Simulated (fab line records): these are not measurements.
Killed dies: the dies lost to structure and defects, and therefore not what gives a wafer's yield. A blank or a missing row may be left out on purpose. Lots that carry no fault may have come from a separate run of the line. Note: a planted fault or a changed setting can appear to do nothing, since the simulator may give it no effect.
Split-lot study | flow n5-finfet | 21 wafers read from 7 lots, route of 1938 steps

SPLIT DETAILS
At N5_WELL_APT_EXPOSE_22 (exposes mask PWELL, defocus 0 nm, target cd 200 nm), the setting dose-mj was moved away from the recipe's 23.2 on 7 of the 21 wafers read, by -5.5% to +5.5%. All remaining wafers had this setting at the recipe value.

FROM THE SPLIT TO THE READING: what the file shows between them, 3 steps
- N5_WELL_APT_PEB_23: peb time 90 s
- N5_WELL_APT_DEVELOP_24: develop time 45 s
- N5_WELL_APT_HARDBAKE_29: time 120 s

THE READING
cd-nm (nm) at N5_WELL_APT_CD_MEAS_25, where the cd target is 200 nm. On this fab line, fault-free wafers typically give 199.7 nm with a standard deviation of 2.2 nm.

wafer  | tool, chamber at the split | dose-mj as run | against the recipe | cd-nm, nm | against lot-mates on the recipe
L080.1 | krf-scanner-02, 0          | 23.2           | recipe             | 200.6     | -
L080.2 | krf-scanner-02, 0          | 23.2           | recipe             | 202.5     | -
L080.4 | krf-scanner-02, 0          | 23.2           | recipe             | 200.9     | -
L087.1 | krf-scanner-01, 0          | 24.29          | +4.7%              | 202.8     | +3.0
L087.5 | krf-scanner-01, 0          | 23.2           | recipe             | 199.8     | -
L087.6 | krf-scanner-01, 0          | 24.29          | +4.7%              | 207.6     | +7.8
L089.1 | krf-scanner-02, 0          | 23.2           | recipe             | 200.8     | -
L089.3 | krf-scanner-02, 0          | 23.2           | recipe             | 199.0     | -
L089.4 | krf-scanner-02, 0          | 23.2           | recipe             | 196.2     | -
L091.1 | krf-scanner-01, 0          | 23.2           | recipe             | 201.2     | -
L091.3 | krf-scanner-01, 0          | 23.69          | +2.1%              | 206.3     | +5.2
L091.5 | krf-scanner-01, 0          | 23.2           | recipe             | 201.1     | -
L092.3 | krf-scanner-01, 0          | 23.2           | recipe             | 198.1     | -
L092.4 | krf-scanner-01, 0          | 23.2           | recipe             | 199.9     | -
L092.5 | krf-scanner-01, 0          | 23.2           | recipe             | 196.7     | -
L093.1 | krf-scanner-02, 0          | 23.2           | recipe             | 200.4     | -
L093.2 | krf-scanner-02, 0          | 21.92          | -5.5%              | 189.3     | -11.1
L093.5 | krf-scanner-02, 0          | 21.92          | -5.5%              | 188.3     | -12.1
L095.2 | krf-scanner-01, 0          | 24.48          | +5.5%              | 211.8     | +11.5
L095.3 | krf-scanner-01, 0          | 24.48          | +5.5%              | 211.6     | +11.3
L095.6 | krf-scanner-01, 0          | 23.2           | recipe             | 200.3     | -

FIT RESULTS
A straight line over all 21 wafers: cd-nm changes by +1.87 nm for each +1% of dose-mj; r = +0.93; the points scatter about the line by 2.1 nm.
The same after taking each lot's own level away (the mean of its wafers on the recipe; 21 wafers): +1.87 nm for each +1%; r = +0.95; scatter 1.8 nm.
On that fit, the largest move of dose-mj shifts the reading by 10 nm.
Across the lots, their own levels run from 198.23 to 201.33 nm, a range of 1.4 times the standard deviation given above.
Hence the lot-to-lot level has little effect on the slope; both slopes agree.
Check: for one of the wafers moved furthest among these (+5.5%), held out of the fit, the line's prediction against its lot-mates is +9.67 nm. It came out at +11.5 nm against them.

THE OTHER SPLITS THESE WAFERS WENT THROUGH
These wafers also went through other splits before the reading. Each is held against what the fit with the lots' levels taken away leaves over:
other split on the same wafers | wafers away from the commonest value | r with cd-nm (lot level and that fit taken away)
N5_ZERO_LAYER_PECVD_02 time-s  | 5                                    | -0.57
N5_WELL_APT_COAT_19 spin-rpm   | 9                                    | +0.27

THE WHOLE CHAIN: every reading that the file lists as answering this split, in the file's order
step                   | what it does             | reading                                                         | change (the file's fit)              | r (the file's)
N5_WELL_APT_CD_MEAS_25 | target cd 200 nm         | cd-nm                                                           | +1.87 nm for each +1% of the setting | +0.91
N5_WELL_APT_DESCUM_30  | chemistry O2, time 7.9 s | WELL_APT.cd-nm (the simulator's own value, which no gauge read) | +1.92 nm for each +1% of the setting | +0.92

FILE'S OWN FIT
cd-nm changes by +1.87 nm for each +1% of dose-mj, r = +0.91.
